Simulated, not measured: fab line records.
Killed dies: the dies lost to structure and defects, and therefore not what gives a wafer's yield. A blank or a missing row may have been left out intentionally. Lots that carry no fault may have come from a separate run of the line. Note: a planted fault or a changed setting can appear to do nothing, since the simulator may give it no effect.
Comparing a struck lot with a sound one :: flow n5-finfet :: 24 steps out of a route of 1938
Sound: wafers L881.2, L881.4, L881.5. Wafers L882.1, L882.2, L882.6 were the ones struck. Last of all comes the cause.
For every step that has rows: the tool of each side, followed by ch and its chambers, followed by its first start. Under that, the readings that differ: sound wafers :: struck wafers :: difference of the means :: sigmas: that difference in standard deviations of wafers without a fault.
alike: readings whose means differ by less than 2 such deviations, and words and numbers that are the same on both sides. not compared: withheld readings, readings that some wafer has no value for, bounds like >300 that may hide the same value, and numbers for which the record gives no deviation and whose values overlap.
A row with sigmas, a row that says differs or no value, or rows on one side alone: a step with any of these is where the two part. Numbers that don't overlap but have no deviation are shown without sigmas and don't part them. Lack of a reading on every wafer of one side parts them only where that side has two or more wafers.

first, 9 steps without rows for these wafers: N5_BEOL_M3_ILD_DEP_00 (deposits SiOC from DEMS/O2, target thk 79 nm, time 15.3 s); N5_BEOL_M3_PECVD_72 (deposits SiO2 from TEOS/O2, target thk 16 nm, time 18 s); N5_BEOL_M3_HM_DEP_02 (deposits TiN, target thk 20 nm); N5_BEOL_M3_COAT_61 (time 60 s, resist thk 60 nm); N5_BEOL_M3_COAT_62 (time 60 s, resist thk 12 nm); N5_BEOL_M3_COAT_73 (time 60 s, resist thk 5 nm); N5_BEOL_M3_COAT_05 (resist thk 30 nm); N5_BEOL_M3_EBR_07; N5_BEOL_M3_SOFTBAKE_06 (time 60 s).
N5_BEOL_M3_EXPOSE_08: exposes mask M3.
  sound on euv-scanner-01 ch 0, day 8 06:48; struck on euv-scanner-01 ch 0, day 8 08:27
reading: exposure-dose-mJ-cm2
sound: 32.92 32.89 32.92
struck: 30.23 30.24 30.19
difference: -2.69
sigmas: -64
  alike: mask
then, 2 steps without rows for these wafers: N5_BEOL_M3_PEB_09 (peb time 60 s); N5_BEOL_M3_DEVELOP_10 (develop time 30 s).
N5_BEOL_M3_CD_MEAS_11: target cd 17.05 nm.
  sound on cd-sem-03 ch 0, day 8 06:55; struck on cd-sem-03 ch 0, day 8 08:34
reading: cd-nm (nm)
sound: 17.71 17.36 16.88
struck: 15.43 15.46 15.21
difference: -1.95
sigmas: -9
then, 1 step without rows for these wafers: N5_BEOL_M3_DESCUM_16 (chemistry O2, time 7 s).
N5_BEOL_M3_ETCH_74: etches underlayer in N2/H2, target depth 6.5 nm, time 5.2 s.
  sound on rie-diel-04 ch 1,2,3, day 8 07:05; struck on rie-diel-03 ch 0,3, day 8 08:44
reading: model.BEOL_M3.cd-offset-nm (nm)
sound: 0 -0.2 0.2
struck: -1.8 -1.8 -2.2
difference: -1.9
sigmas: 
  alike: drypump-motor-current-A, etch-rf-on-time-s, n2-flow-sccm, oes-product-au, rf-fwd-power-W, rf-vpp-V, showerhead-plenum-p-Torr, throttle-valve-pct
  not compared: rf-hours-counter-h
then, 5 steps without rows for these wafers: N5_BEOL_M3_ETCH_63 (etches SiARC in CF4, target depth 15.6 nm, time 26 s); N5_BEOL_M3_ETCH_64 (etches SOC in N2/H2, target depth 75 nm, overetch 15 nm, time 112.5 s); N5_BEOL_M3_STRIP_65 (strips in N2/H2); N5_BEOL_M3_STRIP_75 (strips in N2/H2); N5_BEOL_M3_STRIP_66 (strips in CF4).
N5_BEOL_M3_HM_OPEN_17: chemistry Cl2/BCl3, target TiN, target depth 20 nm, overetch 6 nm.
  sound on rie-metal-03 ch 0,1, day 8 07:17; struck on rie-metal-01 ch 0,1, day 8 08:56
reading: throttle-valve-pct (%)
sound: 22.23 21.96 21.96
struck: 22.60 22.13 22.61
difference: +0.40
sigmas: +2

reading: model.BEOL_M3.cd-offset-nm (nm)
sound: 0 -0.2 0.4
struck: -1.8 -1.6 -2
difference: -1.9
sigmas: 
  alike: drypump-motor-current-A, mfc-cl2-sccm, oes_ar_750_au, oes-product-au, rf-fwd-power-W
  not compared: rf-hours-counter-h
then, 1 step without rows for these wafers: N5_BEOL_M3_STRIP_19 (strips in O2).
N5_BEOL_M4_RC_MEAS_101:
  the record has rows for the sound wafers here (prober-02 ch 0, day 9 03:31) and none for the struck ones
-- the record jumps here: 6 days lie between the struck wafers' starts before and after (it left off in module BEOL_M4 and takes up again in module PASSIVATION, whose first step shown is number 1936 of the route) --
N5_PASSIVATION_PROBE_49:
  struck on prober-01, day 14 03:52; sound on prober-01, day 13 01:50
reading: defect-limited-yield (%)
sound: 93.2 92.2 91.9
struck: 0.2 0.3 0.3
difference: -92.2
sigmas: -61

reading: killed_at_M0_to_M3
sound: 32 51 37
struck: 1111 1108 1127
difference: +1075
sigmas: +99 or more

reading: killed-dies
sound: 80 92 96
struck: 1178 1176 1176
difference: +1087
sigmas: +60

reading: killed-on-rim
sound: 13 15 16
struck: 152 151 152
difference: +137
sigmas: +33

reading: sort_bin_5_function (%)
sound: 3.5 4.2 4.1
struck: 73.5 69.1 71.9
difference: +67.6
sigmas: +68

reading: sort_bin_6_memory (%)
sound: 3.1 3.2 3.6
struck: 6.6 6.5 5.4
difference: +2.9
sigmas: +4

reading: sort-n-pass
sound: 1100 1088 1084
struck: 2 4 4
difference: -1087
sigmas: -60

reading: sort-yield-pct (%)
sound: 93.2 92.2 91.9
struck: 0.2 0.3 0.3
difference: -92.2
sigmas: -61
  alike: killed_at_M4_up, killed-at-contacts, killed-at-front-end, killed-at-other, killed-open, killed-short

## WHERE THEY PART
Earliest at N5_BEOL_M3_EXPOSE_08; latest, in this record, at N5_PASSIVATION_PROBE_49.

WHY: whatever the simulator had introduced
Drift in process parameters on euv-scanner-01 at N5_BEOL_M3_EXPOSE_08, starting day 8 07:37. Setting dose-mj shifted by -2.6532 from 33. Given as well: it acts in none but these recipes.
